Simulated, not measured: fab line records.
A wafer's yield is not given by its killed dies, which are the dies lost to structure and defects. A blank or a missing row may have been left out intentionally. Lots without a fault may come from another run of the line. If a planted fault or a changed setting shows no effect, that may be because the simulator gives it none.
A lot that was struck, set against a sound lot | flow n5 finfet | 20 steps out of a route of 1938
Sound: the wafers L420.2, L420.3, L420.4. The struck wafers were L434.3, L434.4, L434.5. The cause is named last.
At each step with rows: each side's tool, then ch and its chambers, then its first start. Under that, the readings that differ: sound wafers | struck wafers | difference of the means | sigmas: that difference in standard deviations of wafers without a fault.
alike: readings with means less than 2 such deviations apart, plus words and numbers identical on both sides. not compared: withheld readings, readings lacking a value on some wafer, bounds such as >300 that could conceal the same value, and numbers that have no deviation in the record and whose values overlap.
Wherever a step has rows on one side only, a row that says differs or no value, or a row with sigmas, the two part there. Non-overlapping numbers with no deviation appear without sigmas and do not part them. A reading that every wafer of one side lacks parts them only if that side has two wafers or more.

N5_BEOL_M12_CMP_49: polishes, stops on SiOC, t overpolish 20.6 s, target thk 320 nm.
  sound on cmp-04 ch 0,1,2, day 12 07:22; struck on cmp-01 ch 0,2,3, day 17 04:51
  alike: barrier field endpoint s, edge zone pressure frac, motor current A, overpolish run s
N5_BEOL_M12_THK_MEAS_50: measures by xrf.
  sound: film metro-02 at day 12 07:39; struck: film metro-01 at day 17 05:07
  alike: M12_THK
then, 1 step without rows for these wafers: N5_BEOL_M12_PRE_CLEAN_52 (time 15 s).
N5_BEOL_M12_DEP_53: deposits SiCN from 3MS/NH3, target thk 30 nm, time 10.5 s.
  sound on pecvd-04 ch 1,2, day 12 07:43; struck on pecvd-04 ch 0,1,2, day 17 05:10
  alike: chamber pressure Torr, rf fwd power W, showerhead plenum p Torr, throttle valve pct
N5_BEOL_M12_RS_MEAS_54: a four-point-probe measurement.
  sound: film metro-02 at day 12 07:47; struck: film metro-02 at day 17 05:14
  alike: M12_RS
N5_BEOL_M12_INSPECT_55: inspects for defects (darkfield).
  sound: defect inspect-01 at day 12 07:48; struck: defect inspect-01 at day 17 05:16
  alike: raw defect count
N5_BEOL_M13_ILD_DEP_00: deposits SiOC from DEMS/O2, target thk 837.92 nm, time 166.4 s.
  sound on pecvd-04 ch 0,1,2, day 12 07:50; struck on pecvd-02 ch 0,2, day 17 05:21
  alike: chamber pressure Torr, heater power w, rf fwd power W, showerhead plenum p Torr, throttle valve pct
N5_BEOL_M13_THK_MEAS_01:
  sound: film metro-02 at day 12 07:59; struck: film metro-01 at day 17 05:31
  alike: M13_ILD_THK
then, 4 steps without rows for these wafers: N5_BEOL_M13_COAT_58 (time 60 s, resist thk 89 nm); N5_BEOL_M13_COAT_04 (resist thk 400 nm); N5_BEOL_M13_EBR_06; N5_BEOL_M13_SOFTBAKE_05 (time 60 s).
N5_BEOL_M13_EXPOSE_07: exposes mask V12.
  sound on krf scanner-01 ch 0, day 12 08:16; struck on krf scanner-02 ch 0, day 17 05:39
  reading                          | sound          | struck         | difference | sigmas
  model.BEOL_M13.overlay x nm (nm) | -6.6 -6.6 -6.6 | 14.4 14.4 14.4 | +21.0      |
  alike: mask, stage vel mm s
then, 3 steps without rows for these wafers: N5_BEOL_M13_PEB_08 (peb time 90 s); N5_BEOL_M13_DEVELOP_09 (develop time 45 s); N5_BEOL_M13_HARDBAKE_14 (time 120 s).
N5_BEOL_M13_CD_MEAS_10: the cd target is 190 nm.
  sound on cd sem-01 ch 0, day 12 08:26; struck on cd sem-02 ch 0, day 17 05:49
  reading    | sound             | struck            | difference | sigmas
  cd nm (nm) | 187.7 187.0 188.2 | 191.4 190.5 191.3 | +3.4       | +3
N5_BEOL_M13_OVL_MEAS_11:
  sound on overlay-01 ch 0, day 12 08:28; struck on overlay-01 ch 0, day 17 05:51
  reading      | sound    | struck  | difference | sigmas
  V12_OVL (nm) | -8 -7 -5 | 14 6 12 | +17        | +3
N5_BEOL_M13_INSPECT_12: inspects for defects (macro).
  sound: defect inspect-02 at day 12 08:29; struck: defect inspect-02 at day 17 05:53
  alike: raw defect count
N5_PASSIVATION_PROBE_49:
  sound wafers here have rows in the record (prober-01, day 14 00:50); struck ones have none

WHERE THEY PART
Last at N5_PASSIVATION_PROBE_49 as far as this record goes, first at N5_BEOL_M13_CD_MEAS_10.

WHY: what had been put in by the simulator
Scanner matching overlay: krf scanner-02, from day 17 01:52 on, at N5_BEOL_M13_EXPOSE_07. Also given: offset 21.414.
